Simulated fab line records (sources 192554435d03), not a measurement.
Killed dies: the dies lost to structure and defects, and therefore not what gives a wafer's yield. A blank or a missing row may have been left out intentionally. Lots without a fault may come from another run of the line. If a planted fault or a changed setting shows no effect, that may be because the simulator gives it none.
Which tool was responsible? ; flow n5_finfet ; Sampling: 11 lots, 31 wafers, 3 of 1938 route steps

## WHAT THE GAUGES SHOWED, per wafer
N5_SD_EPI_P_CD_MEAS_09: the cd target is 240 nm. Usual: cd_nm at 240.9 nm, with a standard deviation of 0.72.
lot;measured;on;cd_nm (nm);flag
L894;day 3 05:49;cd_sem-01;241.1 241.5 241.0;
L896;day 3 17:45;cd_sem-01;240.9 241.4 240.9;
L897;day 4 00:17;cd_sem-01;240.7 240.0 240.8;
L899;day 4 14:40;cd_sem-01;241.2 243.0 241.8;
L901;day 4 22:25;cd_sem-01;240.6 241.4 241.3;
L902;day 5 07:34;cd_sem-03;240.8 240.0 240.8;
L903;day 5 14:10;cd_sem-03;240.5 239.3 240.8;
L904;day 5 19:56;cd_sem-02;239.5 241.2 240.4;
L906;day 6 08:34;cd_sem-01;241.7 219.9;OFF
L907;day 6 11:34;cd_sem-03;220.0 241.8;OFF
L916;day 8 23:06;cd_sem-01;241.4 241.2 239.8;

## EACH LOT AND THE TOOL THAT RAN IT (in order: tool; ch and the chambers of the sampled wafers; start)
lot;N5_SD_EPI_N_VAPOR_ETCH_50;N5_SD_EPI_P_PEB_07
L894;epi_rpcvd-04 ch 0, day 3 03:05;litho_track-02 ch 0, day 3 05:44
L896;epi_rpcvd-03 ch 0, day 3 14:55;litho_track-02 ch 0, day 3 17:41
L897;epi_rpcvd-03 ch 0, day 3 21:35;litho_track-04 ch 0, day 4 00:13
L899;epi_rpcvd-01 ch 0, day 4 09:14;litho_track-02 ch 0, day 4 14:35
L901;epi_rpcvd-01 ch 0, day 4 18:56;litho_track-03 ch 0, day 4 22:20
L902;epi_rpcvd-04 ch 0, day 5 04:12;litho_track-02 ch 0, day 5 07:30
L903;epi_rpcvd-01 ch 0, day 5 10:39;litho_track-02 ch 0, day 5 14:05
L904;epi_rpcvd-01 ch 0, day 5 16:37;litho_track-02 ch 0, day 5 19:52
L906;epi_rpcvd-03 ch 0, day 6 05:56;litho_track-02 ch 0, day 6 08:30
L907;epi_rpcvd-03 ch 0, day 6 08:47;litho_track-02 ch 0, day 6 11:30
L916;epi_rpcvd-03 ch 0, day 8 19:07;litho_track-04 ch 0, day 8 23:02
- N5_SD_EPI_N_VAPOR_ETCH_50: etches Si in HCl, time 54 s.
- N5_SD_EPI_P_PEB_07: peb time 60 s.

## WHAT THE TOOLS THEMSELVES READ (means of the sampled wafers that have a number; where no wafer has one, the mark that the record gives instead)
N5_SD_EPI_N_VAPOR_ETCH_50. Usual: throttle_valve_pct at 11.92 %, with a standard deviation of 0.21.
lot;tool;throttle_valve_pct (%);flag
L894;epi_rpcvd-04;12.31;
L896;epi_rpcvd-03;11.87;
L897;epi_rpcvd-03;11.77;
L899;epi_rpcvd-01;11.79;
L901;epi_rpcvd-01;11.90;
L902;epi_rpcvd-04;11.98;
L903;epi_rpcvd-01;11.92;
L904;epi_rpcvd-01;11.99;
L906;epi_rpcvd-03;11.82;
L907;epi_rpcvd-03;11.90;
L916;epi_rpcvd-03;11.66;

N5_SD_EPI_P_PEB_07. Usual: chill_plate_temp_C 23.03 C, standard deviation 0.11; heater_power_total_W 175.4 W, standard deviation 1.6.
lot;tool;chill_plate_temp_C (C);heater_power_total_W (W);flag
L894;litho_track-02;23.08;175.4;
L896;litho_track-02;22.99;175.2;
L897;litho_track-04;22.99;176.0;
L899;litho_track-02;22.90;174.9;
L901;litho_track-03;23.02;175.4;
L902;litho_track-02;23.05;175.3;
L903;litho_track-02;23.03;175.6;
L904;litho_track-02;22.99;175.5;
L906;litho_track-02;23.09;208.7;OFF
L907;litho_track-02;22.88;206.6;OFF
L916;litho_track-04;23.13;175.6;

## THE ANSWER, worked out from the rows above alone
Rule: lot off if the mean of its wafers having a number is beyond 3 standard deviations from the usual mean. Also off: a lot with no number at a reading for which 4 or more lots have one. Any other lot the step has rows for is counted as sound. Order of review: gauges by route order, followed by the tools' own readings, for which a lot's mean as printed above is used. The first step at which some lot is off is used, and at that step the reading that is off furthest; a lot without a number counts as furthest.
Off, at N5_SD_EPI_P_CD_MEAS_09 on cd_nm: L906, L907.
If a tool, at a process step before that reading, ran all the lots that are off and no sound lot after the first of them, it fits. Not tried: the gauges at N5_SD_EPI_P_CD_MEAS_09; whatever is off there is also off at N5_SD_EPI_P_PEB_07, on other tools, and gauge error can't account for it. One fits: N5_SD_EPI_P_PEB_07 on litho_track-02. Its last sound lot is L904 (day 5 19:52), its first lot that is off L906 (day 6 08:30): a fault that began between those two fits.
The tool's own readings at N5_SD_EPI_P_PEB_07 bear it out: on the lots that are off they differ by more than 5 times the standard deviation of the sound lots' means. heater_power_total_W reads 207.6 W there against 175.4 W on the sound lots.

## WHAT THE SIMULATOR HAD PUT IN
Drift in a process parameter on litho_track-02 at N5_SD_EPI_P_PEB_07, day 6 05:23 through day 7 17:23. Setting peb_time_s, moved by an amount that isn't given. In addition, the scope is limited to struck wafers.
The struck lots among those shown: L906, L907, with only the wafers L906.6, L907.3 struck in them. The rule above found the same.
